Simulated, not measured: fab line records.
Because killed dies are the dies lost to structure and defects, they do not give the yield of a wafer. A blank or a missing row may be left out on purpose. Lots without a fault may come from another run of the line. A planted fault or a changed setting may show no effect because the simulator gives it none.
fab line records	flow nand-harc
record lots=13	wafers=37	last-day=33
route steps=1302 shown A_M1@1182 A_BONDPAD@1219 END@1302
lots that met no fault: from a run of the same line without faults
start-h: the number of hours between the record's first day and the start of the first shown wafer of the lot	wait-h: hours from the lot's prior step to this one	" as in the row above	L1.1+2: several wafers, shown together as one row	- value missing, or start not given	* or withheld: withheld	< > ~ a bound
route shown NAME@n: names a module that has steps shown in the file, with the first one's number in the route	usual: average and standard deviation across the fault-free wafers	same: alike in all rows	chamber/n: place in a boat	sites: per-site readings	_std_site: the standard deviation of these	_edge_site: the outer-site mean with the inner-site mean subtracted	radius-mm: for every site, how far away it sits from the centre of the wafer	mask NAME#n: copy n	behind: the most recent tool/chamber to have shaped the wafer	hold: what put the lot on hold/how long, in hours/how the hold closed	device: whichever transistor did not switch (one of n, p or np)	end of line: the route-end tests of the same wafers	a step with no rows: only its recipe	killed: the dies lost at the first sort to structure and to defects; this is not the yield of the wafer	map: a wafer's dies, marking killed ones x, the rest . and places with no die _
set.NAME: setting as actually run; set.NAME@STEP: the setting as run at that earlier step	model.NAME: the simulator's own value behind a step, which no gauge read
steps of the route over a sample of lots; a table a step, a row a wafer
services: from which hour (start-h, from the record's first day; less than 0 if before it) a tool's chamber was out of use, for how many hours, and why
## steps
# step NHARC_A_M1_DESCUM_14
# recipe time-s=3	o2-flow-sccm=200	ar-flow-sccm=0	bias-power-w=0	chemistry=O2
# usual drypump-motor-current-A=5.6/0.31	oes-product-au=0.996/0.013	rf-vpp-V=57.9/1	showerhead-plenum-p-Torr=1.95/0.088	throttle-valve-pct=11.311/0.0082
lot.wafer	tool	chamber	start-h	wait-h	drypump-motor-current-A	oes-product-au	rf-hours-counter-h	rf-vpp-V	showerhead-plenum-p-Torr	throttle-valve-pct
L956.2	rie-diel-01	2	538.56	0.1	5.2	0.990	8	58.3	1.84	11.318
L956.6	"	0	"	"	5.8	1.031	-	57.3	1.95	11.309
L956.5	"	1	"	"	6.2	1.008	-	56.9	1.83	11.312
L954.1	rie-diel-01	0	540.44	0.1	5.8	1.019	7	58.3	1.95	11.314
L954.4	"	1	"	"	6.2	1.006	7	56.6	1.83	11.311
L954.6	"	3	"	"	5.3	0.998	-	59.8	2.01	11.325
L955.2	rie-diel-12	0	547.58	0.1	6.2	0.974	3	57.9	2.01	11.323
L955.6	"	3	"	"	5.7	1.000	-	58.0	2.05	11.306
L955.5	"	0	"	"	6.2	0.991	-	57.4	2.01	11.301
L958.3	rie-diel-12	0	566.77	0.1	6.2	0.995	4	58.9	2.01	11.324
L958.4	"	2	"	"	5.1	1.002	4	58.5	2.03	11.301
L958.6	"	0	"	"	6.2	0.998	-	58.8	2.01	11.317
L960.3	rie-diel-10	2	587.88	0.1	5.7	0.994	9	58.5	1.91	11.306
L960.1	"	0	"	"	5.8	0.997	9	57.3	2.03	11.320
L960.5	"	2	"	"	5.7	0.993	-	58.2	1.91	11.313
L964.3	rie-diel-10	1	633.31	0.1	5.6	1.005	2	56.5	1.87	11.307
L964.1	"	2	"	"	5.7	0.988	2	55.9	1.90	11.325
L964.6	"	1	"	"	5.6	1.005	-	58.9	1.87	11.296
L966.1	rie-diel-01	0	643.81	0.1	5.9	1.020	2	58.6	1.95	11.322
L966.3	"	1	"	"	6.2	1.024	3	57.0	1.83	11.309
L966.4	"	2	"	"	5.3	1.017	4	57.4	1.84	11.314
L965.1	rie-diel-10	1	646.99	0.1	5.6	0.999	3	57.2	1.87	11.298
L965.2	"	2	"	"	5.7	0.983	3	59.0	1.90	11.316
L965.4	"	3	"	"	5.4	0.990	3	58.3	2.05	11.304
L968.1	rie-diel-12	2	681.88	0.1	5.2	0.995	1	58.0	2.03	11.304
L968.2	"	3	"	"	5.7	0.984	1	59.2	2.05	11.318
L968.5	"	0	"	"	6.3	0.986	-	56.9	2.01	11.303
L971.1	rie-diel-01	2	721.69	0.1	5.3	1.009	11	57.0	1.84	11.302
L971.3	"	0	"	"	5.9	1.025	9	57.2	1.95	11.317
L972.4	rie-diel-01	2	723.24	0.1	5.3	1.006	11	55.8	1.84	11.321
L972.5	"	1	"	"	6.2	1.015	-	59.1	1.83	11.314
L972.6	"	2	"	"	5.3	1.012	-	57.0	1.84	11.317
L974.3	rie-diel-12	2	732.07	0.1	5.1	0.991	-	59.8	2.03	11.303
L974.4	"	3	"	"	5.7	0.979	-	57.9	2.05	11.308
L975.3	rie-diel-12	1	737.96	0.1	5.6	0.989	2	57.5	1.82	11.307
L975.6	"	1	"	"	5.6	0.992	-	54.6	1.82	11.308
L975.5	"	2	"	"	5.1	0.994	-	57.5	2.03	11.302
# step NHARC_A_M1_CD_MEAS_16
# usual cd-nm=120.2/1
lot.wafer	tool	chamber	start-h	wait-h	cd-nm
L956.2	cd-sem-03	-	538.85	-	118.6
L956.5	"	-	"	"	120.1
L956.6	"	-	"	"	118.1
L954.1	cd-sem-02	-	540.73	-	118.1
L954.4	"	-	"	"	121.2
L954.6	"	-	"	"	119.9
L955.2	cd-sem-01	-	547.87	-	121.1
L955.5	"	-	"	"	121.0
L955.6	"	-	"	"	121.8
L958.3	cd-sem-01	-	567.07	-	120.8
L958.4	"	-	"	"	122.2
L958.6	"	-	"	"	119.9
L960.1	cd-sem-02	-	588.17	-	121.5
L960.3	"	-	"	"	120.9
L960.5	"	-	"	"	122.0
L964.1	cd-sem-03	-	633.66	-	120.5
L964.3	"	-	"	"	120.3
L964.6	"	-	"	"	119.6
L966.1	cd-sem-01	-	644.11	-	119.8
L966.3	"	-	"	"	120.5
L966.4	"	-	"	"	120.6
L965.1	cd-sem-01	-	647.30	-	120.8
L965.2	"	-	"	"	121.2
L965.4	"	-	"	"	121.6
L968.1	cd-sem-03	-	682.17	-	119.9
L968.2	"	-	"	"	120.6
L968.5	"	-	"	"	120.0
L971.1	cd-sem-03	-	721.99	-	119.8
L971.3	"	-	"	"	119.6
L972.4	cd-sem-01	-	723.55	-	120.3
L972.5	"	-	"	"	119.2
L972.6	"	-	"	"	119.0
L974.3	cd-sem-03	-	732.47	0.1	120.7
L974.4	"	-	"	"	122.0
L975.3	cd-sem-03	-	738.31	-	120.2
L975.5	"	-	"	"	120.1
L975.6	"	-	"	"	120.5
# step NHARC_A_M1_INSPECT_27
# usual raw-defect-count=529/120
lot.wafer	tool	chamber	start-h	wait-h	raw-defect-count
L956.2	defect-inspect-02	-	541.16	0.0	398
L956.5	"	-	"	"	673
L956.6	"	-	"	"	667
L954.1	defect-inspect-01	-	543.53	0.0	317
L954.4	"	-	"	"	428
L954.6	"	-	"	"	493
L955.2	defect-inspect-01	-	550.17	0.0	770
L955.5	"	-	"	"	602
L955.6	"	-	"	"	546
L958.3	defect-inspect-02	-	569.33	0.0	505
L958.4	"	-	"	"	640
L958.6	"	-	"	"	678
L960.1	defect-inspect-02	-	590.50	0.0	369
L960.3	"	-	"	"	427
L960.5	"	-	"	"	462
L964.1	defect-inspect-01	-	635.94	0.0	723
L964.3	"	-	"	"	666
L964.6	"	-	"	"	959
L966.1	defect-inspect-02	-	646.37	0.0	510
L966.3	"	-	"	"	414
L966.4	"	-	"	"	342
L965.1	defect-inspect-02	-	649.57	0.0	574
L965.2	"	-	"	"	533
L965.4	"	-	"	"	465
L968.1	defect-inspect-01	-	684.43	0.0	436
L968.2	"	-	"	"	279
L968.5	"	-	"	"	412
L971.1	defect-inspect-01	-	724.30	0.0	470
L971.3	"	-	"	"	604
L972.4	defect-inspect-01	-	726.02	0.0	494
L972.5	"	-	"	"	452
L972.6	"	-	"	"	521
L974.3	defect-inspect-02	-	734.77	0.0	494
L974.4	"	-	"	"	565
L975.3	defect-inspect-02	-	740.65	0.0	867
L975.5	"	-	"	"	455
L975.6	"	-	"	"	424
# step NHARC_A_BONDPAD_ETCH_34
# recipe target-depth-a=600	overetch-a=180	time-s=65.91	ion-energy-ev=200	n2-flow-sccm=150	h2-flow-sccm=150	ar-flow-sccm=0	rf-w=400	bias-w=150	chemistry=N2/H2
# usual drypump-motor-current-A=5.9/0.58	oes-product-au=0.998/0.014	rf-vpp-V=428.3/2.3	run-length-s=87.2/0.41	showerhead-plenum-p-Torr=1.96/0.075	throttle-valve-pct=14.171/0.0087
lot.wafer	tool	chamber	start-h	wait-h	drypump-motor-current-A	oes-product-au	rf-hours-counter-h	rf-vpp-V	run-length-s	showerhead-plenum-p-Torr	throttle-valve-pct
L956.2	rie-diel-13	2	543.40	0.1	6.7	1.009	0	430.4	87.2	2.04	14.157
L956.6	"	3	"	"	6.1	1.000	-	427.1	87.1	1.90	14.169
L956.5	"	0	"	"	6.1	0.980	-	429.1	87.8	1.96	14.182
L954.4	rie-diel-13	3	545.61	0.1	6.1	0.997	1	427.6	87.5	1.90	14.173
L954.1	"	1	"	"	5.0	1.010	1	428.0	87.5	1.90	14.179
L954.6	"	3	"	"	6.0	0.990	-	425.9	87.1	1.90	14.167
L955.2	rie-diel-02	0	552.44	0.1	5.8	1.002	55	425.5	87.0	1.88	14.158
L955.5	"	0	"	"	5.8	0.997	-	424.0	86.8	1.88	14.172
L955.6	"	1	"	"	5.6	1.002	-	434.5	87.1	2.20	14.177
L958.4	rie-diel-13	1	571.43	0.1	5.0	1.022	1	426.1	87.3	1.90	14.166
L958.3	"	3	"	"	6.0	0.986	1	425.0	87.4	1.90	14.184
L958.6	"	1	"	"	5.0	1.015	-	425.1	87.3	1.90	14.163
L960.3	rie-diel-13	3	592.74	0.1	6.1	0.982	2	425.7	87.1	1.90	14.178
L960.1	"	1	"	"	5.0	1.019	2	426.4	87.4	1.90	14.165
L960.5	"	2	"	"	6.7	1.007	-	430.6	86.3	2.03	14.168
L964.3	rie-diel-13	1	638.17	0.1	5.0	1.019	3	426.4	87.3	1.90	14.182
L964.1	"	2	"	"	6.7	1.013	3	430.6	86.9	2.04	14.168
L964.6	"	2	"	"	6.7	1.006	-	429.6	86.4	2.04	14.179
L966.4	rie-diel-13	3	648.46	0.1	6.1	0.996	3	427.9	87.1	1.90	14.174
L966.3	"	0	"	"	6.0	0.981	4	427.7	87.5	1.96	14.183
L966.1	"	1	"	"	5.0	1.020	4	424.9	87.1	1.90	14.158
L965.4	rie-diel-13	2	651.78	0.1	6.7	1.011	4	431.7	86.3	2.03	14.181
L965.1	"	0	"	"	6.1	0.967	4	429.0	87.7	1.96	14.163
L965.2	"	1	"	"	5.0	1.016	4	428.1	87.0	1.90	14.172
L968.1	rie-diel-13	0	686.75	0.1	6.0	0.979	5	426.8	70.6	1.96	14.155
L968.2	"	1	"	"	5.0	1.013	5	427.3	87.1	1.90	14.183
L968.5	"	3	"	"	6.1	1.009	-	426.1	87.1	1.90	14.173
L971.3	rie-diel-13	0	726.40	0.1	6.1	0.979	1	427.3	70.3	1.96	14.171
L971.1	"	1	"	"	5.0	1.013	1	426.6	87.2	1.90	14.182
L972.4	rie-diel-04	0	728.25	0.1	6.1	1.005	1	427.1	87.5	1.91	14.176
L972.6	"	3	"	"	4.8	1.000	-	428.1	87.3	1.94	14.162
L972.5	"	0	"	"	6.1	1.000	-	427.0	87.5	1.91	14.176
L974.4	rie-diel-13	0	737.00	0.1	6.0	0.986	1	427.7	70.3	1.96	14.174
L974.3	"	2	"	"	6.7	1.011	1	430.0	86.7	2.03	14.181
L975.3	rie-diel-04	2	743.00	0.2	5.6	0.997	2	434.3	87.8	2.12	14.164
L975.5	"	2	"	"	5.7	0.989	-	432.5	87.9	2.12	14.166
L975.6	"	3	"	"	4.8	0.999	-	427.4	87.4	1.94	14.173
# step NHARC_END_SORT_01
# recipe temp-c=25
# usual defect-limited-yield=90/3.4	killed-at-array=61/24	killed-at-other=1.2/1.3	killed-at-periphery=3.7/2.6	killed-dies=66/23	killed-open=3.3/1.8	killed-short=2.4/1.6
# same gross-dies=677
lot.wafer	tool	chamber	start-h	wait-h	defect-limited-yield[%]	killed-at-array	killed-at-other	killed-at-periphery	killed-dies	killed-open	killed-short
L964.1	prober-02	0	669.59	2.5	86	95	0	3	98	4	5
L964.3	prober-02	0	671.16	3.1	87	87	0	2	89	1	1
L964.6	prober-02	0	673.52	3.9	87	82	1	2	85	4	1
L965.1	prober-01	0	679.28	2.5	86	89	0	3	92	4	3
L965.2	prober-01	0	680.08	2.8	87	82	0	6	88	6	4
L965.4	prober-01	0	681.68	3.4	85	95	1	5	101	2	6
L974.3	prober-02	0	773.98	3.1	88	80	2	2	84	4	0
L974.4	prober-02	0	774.78	3.4	87	83	2	3	88	1	2
L975.3	prober-01	0	786.49	3.1	92	51	0	5	56	2	4
L975.5	prober-01	0	788.10	3.7	90	60	0	6	66	1	3
L975.6	prober-01	0	788.90	4.0	90	67	0	3	70	5	4
# killed by level:class
L964.1 A_CHANNEL_HOLE_D1:chamber-film-flake=37 A_SLIT:chamber-film-flake=29 A_SGD_CUT:chamber-film-flake=10 A_CONTACT:chamber-film-flake=8 A_WL_FILL:geometric-particle:short=3 A_M0:geometric-particle:open=2 A_CHANNEL_HOLE_D2:chamber-film-flake=2 P_CONTACT:geometric-particle:open=1
L964.3 A_SLIT:chamber-film-flake=41 A_CHANNEL_HOLE_D1:chamber-film-flake=32 A_CONTACT:chamber-film-flake=5 A_CHANNEL_HOLE_D2:unspecified=3 A_CHANNEL_HOLE_D2:chamber-film-flake=2 A_SGD_CUT:chamber-film-flake=2 A_SGD_CUT:geometric-particle:short=1 A_CONTACT:geometric-particle:open=1
L964.6 A_SLIT:chamber-film-flake=35 A_CHANNEL_HOLE_D1:chamber-film-flake=30 A_CONTACT:chamber-film-flake=6 A_DECK1_JOINT:geometric-particle:open=2 A_CHANNEL_FILL_D1:chamber-film-flake=2 A_SGD_CUT:chamber-film-flake=2 P_CONTACT:geometric-particle:open=1 A_ONON_D1:geometric-particle:short=1
L965.1 A_CHANNEL_HOLE_D1:chamber-film-flake=36 A_SLIT:chamber-film-flake=32 A_SGD_CUT:chamber-film-flake=5 A_CHANNEL_HOLE_D2:chamber-film-flake=4 A_CHANNEL_FILL_D1:geometric-particle:open=2 A_CHANNEL_FILL_D2:chamber-film-flake=2 A_STAIRCASE:chamber-film-flake=2 A_WL_FILL:chamber-film-flake=2
L965.2 A_CHANNEL_HOLE_D1:chamber-film-flake=38 A_SLIT:chamber-film-flake=27 A_SGD_CUT:chamber-film-flake=5 P_BONDPAD:chamber-film-flake=3 A_CHANNEL_HOLE_D1:geometric-particle:short=2 A_WL_FILL:geometric-particle:open=2 A_STAIRCASE:chamber-film-flake=2 A_WL_FILL:chamber-film-flake=2
L965.4 A_CHANNEL_HOLE_D1:chamber-film-flake=42 A_SLIT:chamber-film-flake=32 A_SGD_CUT:chamber-film-flake=4 A_WL_FILL:chamber-film-flake=4 A_ONON_D1:geometric-particle:short=3 P_BONDPAD:chamber-film-flake=3 A_STAIRCASE:chamber-film-flake=3 A_CHANNEL_FILL_D2:chamber-film-flake=2
L974.3 A_SLIT:chamber-film-flake=29 A_CHANNEL_HOLE_D2:chamber-film-flake=26 A_CHANNEL_HOLE_D1:chamber-film-flake=12 A_CONTACT:chamber-film-flake=7 A_STAIRCASE:chamber-film-flake=3 A_WL_FILL:geometric-particle:open=2 P_M2:geometric-particle:open=1 A_CHANNEL_FILL_D1:geometric-particle:open=1
L974.4 A_CHANNEL_HOLE_D2:chamber-film-flake=33 A_SLIT:chamber-film-flake=27 A_CHANNEL_HOLE_D1:chamber-film-flake=11 A_STAIRCASE:chamber-film-flake=5 A_CONTACT:chamber-film-flake=4 P_GATE:chamber-film-flake=2 THIN_TSV:chamber-film-flake=2 P_M0:geometric-particle:short=1
L975.3 A_SLIT:chamber-film-flake=28 A_CHANNEL_HOLE_D1:chamber-film-flake=13 A_CONTACT:chamber-film-flake=4 P_STI:chamber-film-flake=2 P_M0:geometric-particle:short=1 A_ONON_D1:geometric-particle:open=1 A_CHANNEL_HOLE_D1:geometric-particle:short=1 A_CHANNEL_FILL_D1:geometric-particle:short=1
L975.5 A_SLIT:chamber-film-flake=27 A_CHANNEL_HOLE_D1:chamber-film-flake=17 A_CONTACT:chamber-film-flake=8 P_STI:chamber-film-flake=3 A_CHANNEL_HOLE_D2:chamber-film-flake=3 A_SOURCE_PLATE:geometric-particle:short=2 A_ZERO_WELL:chamber-film-flake=2 P_CONTACT:geometric-particle:open=1
L975.6 A_SLIT:chamber-film-flake=27 A_CHANNEL_HOLE_D1:chamber-film-flake=17 A_ZERO_WELL:chamber-film-flake=6 A_CONTACT:chamber-film-flake=5 A_STAIRCASE:chamber-film-flake=4 A_ONON_D2:geometric-particle:short=2 A_M0:geometric-particle:open=2 P_CONTACT:geometric-particle:open=1
## services
tool	chamber	start-h	hours	kind
rie-diel-13	-	519.01	9.0	pm
rie-diel-04	-	531.90	9.0	pm
rie-diel-13	3	548.72	13.0	repair
rie-diel-01	-	557.96	9.0	pm
rie-diel-04	3	562.59	3.2	repair
rie-diel-02	-	570.78	9.0	pm
rie-diel-10	-	596.63	9.0	pm
rie-diel-01	0	600.57	6.8	repair
rie-diel-12	-	622.40	9.0	pm
rie-diel-10	3	633.01	2.6	repair
rie-diel-12	1	651.35	3.1	repair
rie-diel-02	1	663.83	8.8	repair
rie-diel-01	3	677.30	21.7	repair
rie-diel-13	2	686.91	15.5	repair
rie-diel-13	-	696.01	9.0	pm
rie-diel-10	2	700.52	35.5	repair
rie-diel-12	1	701.36	3.1	repair
rie-diel-12	2	706.70	22.4	repair
rie-diel-12	0	717.78	21.0	repair
rie-diel-12	-	720.27	0.6	repair
rie-diel-10	3	728.42	2.3	repair
rie-diel-01	1	729.95	2.4	repair
rie-diel-12	1	730.15	4.2	repair
rie-diel-01	-	734.96	9.0	pm
## key
first-sign step=NHARC_A_BONDPAD_ETCH_34	reading=run-length-s	direction=down	sigmas=41	usual=*	struck=*
effect none on later readings
met-at NHARC_A_BONDPAD_ETCH_34
struck-lots L968,L971,L974
struck-wafers L968.1,L971.3,L974.4
not-acting-at NHARC_A_M1_DESCUM_14,NHARC_A_M1_CD_MEAS_16,NHARC_A_M1_INSPECT_27
onset-between 651.78 686.75
fault kind=process-parameter-drift	tool=rie-diel-13	chamber=0	onset-h=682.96	steps=NHARC_A_BONDPAD_ETCH_34	channel=time-s	offset=*	shape=step	acts-in=*	stated=*
